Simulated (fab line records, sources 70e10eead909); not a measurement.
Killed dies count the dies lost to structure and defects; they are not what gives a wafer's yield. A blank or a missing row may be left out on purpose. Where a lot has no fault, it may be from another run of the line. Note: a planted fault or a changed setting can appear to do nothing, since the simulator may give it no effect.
A single fault, viewed from 2 desks || flow nandHarc || each desk holds nothing but its own numbers, with what lay behind them at the end

## AT THE TOOL OWNER'S DESK: harEtch-02
The tool's own readings at NHARC_A_SLIT_ETCH_26 (etches the open film in C4F8/O2/Ar, time 90 s, target depth 400 nm): means of the sampled wafers that have a number, for each lot that ran on this tool. Any lot whose mean is over 4 standard deviations away from the usual mean is out of limits and marked OUT; that distance is given in the brackets.
Columns: A = drypumpMotorCurrentA at NHARC_A_SLIT_ETCH_26, usual 5.6 A; B = showerheadPlenumPTorr at NHARC_A_SLIT_ETCH_26, usual 3.77 Torr; C = throttleValvePct at NHARC_A_SLIT_ETCH_26, usual 27.618 %
{"lot": "L448", "first seen here": "day 14 22:22", "A": 5.5, "B": 3.73, "C": 27.623}
{"lot": "L451", "first seen here": "day 16 15:10", "A": 5.5, "B": 3.73, "C": 27.631}
{"lot": "L453", "first seen here": "day 16 21:32", "A": 6.0, "B": 3.87, "C": 27.625}
{"lot": "L454", "first seen here": "day 16 23:11", "A": 5.5, "B": 3.72, "C": 27.618}
{"lot": "L455", "first seen here": "day 17 04:39", "A": 5.3, "B": 3.65, "C": 27.606}
{"lot": "L458", "first seen here": "day 17 15:14", "A": 5.7, "B": 3.75, "C": 27.611}
{"lot": "L467", "first seen here": "day 20 00:47", "A": 6.0, "B": 3.85, "C": 27.613}
Result from this desk: across the 7 lots, nothing is out of limits.

## THE DEFECT DESK
Lot by lot, what the route's inspections counted, given as the mean of those sampled wafers with a number. Any lot whose mean is over 4 standard deviations away from the usual mean is out of limits and marked OUT; that distance is given in the brackets.
Columns: A = rawDefectCount at NHARC_A_SLIT_INSPECT_11, usual 23; B = rawDefectCount at NHARC_A_SIN_REMOVE_INSPECT_04, usual 296
{"lot": "L448", "first seen here": "day 14 18:38", "A": 22, "B": 227}
{"lot": "L446", "first seen here": "day 14 20:28", "A": 27, "B": 371}
{"lot": "L451", "first seen here": "day 16 10:23", "A": 25, "B": 303}
{"lot": "L453", "first seen here": "day 16 17:55", "A": 23, "B": 438}
{"lot": "L454", "first seen here": "day 16 18:28", "A": 9, "B": 251}
{"lot": "L455", "first seen here": "day 17 02:14", "A": 12, "B": "738 (+5.9) OUT"}
{"lot": "L456", "first seen here": "day 17 02:23", "A": 29, "B": 305}
{"lot": "L458", "first seen here": "day 17 11:58", "A": 22, "B": 436}
{"lot": "L462", "first seen here": "day 18 06:55", "A": 14, "B": 287}
{"lot": "L468", "first seen here": "day 19 21:08", "A": 18, "B": 218}
{"lot": "L467", "first seen here": "day 19 22:26", "A": 46, "B": 232}
This desk finds L455 out of limits, L455 being first, at day 17 13:43 (rawDefectCount at NHARC_A_SIN_REMOVE_INSPECT_04). L448, L446, L451, L453, L454, L456, L458, L462, L468, L467: within limits.

## BROUGHT TOGETHER
The defect desk could have raised an alarm at day 17 13:43, on L455.
The tool owner's desk saw nothing out of limits.
Tool owner's desk: L455 on record, inside its limits.
All the named lots went through NHARC_A_SLIT_ETCH_26 on harEtch-02.

## WHAT THE SIMULATOR HAD PUT IN
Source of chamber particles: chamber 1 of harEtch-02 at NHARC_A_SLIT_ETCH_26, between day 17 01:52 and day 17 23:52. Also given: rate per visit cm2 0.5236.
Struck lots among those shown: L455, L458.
Hours from the fault's start to each desk's first reading out of limits: the defect desk, 12.
